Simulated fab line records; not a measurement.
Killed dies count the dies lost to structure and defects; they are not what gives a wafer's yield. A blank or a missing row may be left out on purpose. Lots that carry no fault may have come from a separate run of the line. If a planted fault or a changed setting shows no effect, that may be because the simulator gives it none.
Matching of chambers / flow nandHarc / 4 sister chambers for NHARC_A_STAIRCASE_ETCH_169 on rieDiel-01
The step etches the open film in CH3F/O2, target depth 50 nm, time 107.1 s. 8 wafers are shown with their chamber, then 8 later ones without.

== WAFERS PAIRED WITH THEIR CHAMBERS ==
wafer=L082.3; chamber=0; showerheadPlenumPTorr (Torr)=2.56; drypumpMotorCurrentA (A)=5.2
wafer=L082.5; chamber=1; showerheadPlenumPTorr (Torr)=2.53; drypumpMotorCurrentA (A)=5.8
wafer=L085.2; chamber=3; showerheadPlenumPTorr (Torr)=2.54; drypumpMotorCurrentA (A)=5.6
wafer=L085.4; chamber=1; showerheadPlenumPTorr (Torr)=2.53; drypumpMotorCurrentA (A)=5.7
wafer=L091.1; chamber=2; showerheadPlenumPTorr (Torr)=2.29; drypumpMotorCurrentA (A)=6.3
wafer=L091.3; chamber=0; showerheadPlenumPTorr (Torr)=2.55; drypumpMotorCurrentA (A)=5.2
wafer=L091.6; chamber=3; showerheadPlenumPTorr (Torr)=2.54; drypumpMotorCurrentA (A)=5.6
wafer=L094.1; chamber=2; showerheadPlenumPTorr (Torr)=2.28; drypumpMotorCurrentA (A)=6.3

== WAFERS WITH NO CHAMBER GIVEN ==
wafer=L094.2; showerheadPlenumPTorr (Torr)=2.55; drypumpMotorCurrentA (A)=5.2
wafer=L094.4; showerheadPlenumPTorr (Torr)=2.54; drypumpMotorCurrentA (A)=5.7
wafer=L095.1; showerheadPlenumPTorr (Torr)=2.52; drypumpMotorCurrentA (A)=5.7
wafer=L095.3; showerheadPlenumPTorr (Torr)=2.54; drypumpMotorCurrentA (A)=5.6
wafer=L095.4; showerheadPlenumPTorr (Torr)=2.28; drypumpMotorCurrentA (A)=6.2
wafer=L097.2; showerheadPlenumPTorr (Torr)=2.52; drypumpMotorCurrentA (A)=5.7
wafer=L097.4; showerheadPlenumPTorr (Torr)=2.28; drypumpMotorCurrentA (A)=6.3
wafer=L097.5; showerheadPlenumPTorr (Torr)=2.52; drypumpMotorCurrentA (A)=5.7

== THE CHAMBER EACH PASSED THROUGH ==
wafer=L094.2; from the rows above=0; in truth=0
wafer=L094.4; from the rows above=can't be placed: 1 or 3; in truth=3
wafer=L095.1; from the rows above=1; in truth=1
wafer=L095.3; from the rows above=3; in truth=3
wafer=L095.4; from the rows above=2; in truth=2
wafer=L097.2; from the rows above=1; in truth=1
wafer=L097.4; from the rows above=2; in truth=2
wafer=L097.5; from the rows above=1; in truth=1
7 of 8 placed correctly. Cannot be placed on the basis of these rows: 1; the candidates contain the true chamber in 1. 0 placed wrongly.
How it was worked out, from the rows above alone: a wafer's distance from a chamber is the root of the sum, over the readings, of the square of ((its reading less the chamber's mean) divided by the reading's scatter). If the next closest chamber is less than 2 further off than the closest, the wafer can't be placed; otherwise it belongs to the closest. Each chamber's mean is taken over the wafers shown for it. The scatter: take each reading less its chamber's mean, square it, sum over the shown wafers, divide by the number of wafers less the number of chambers, and take the root.
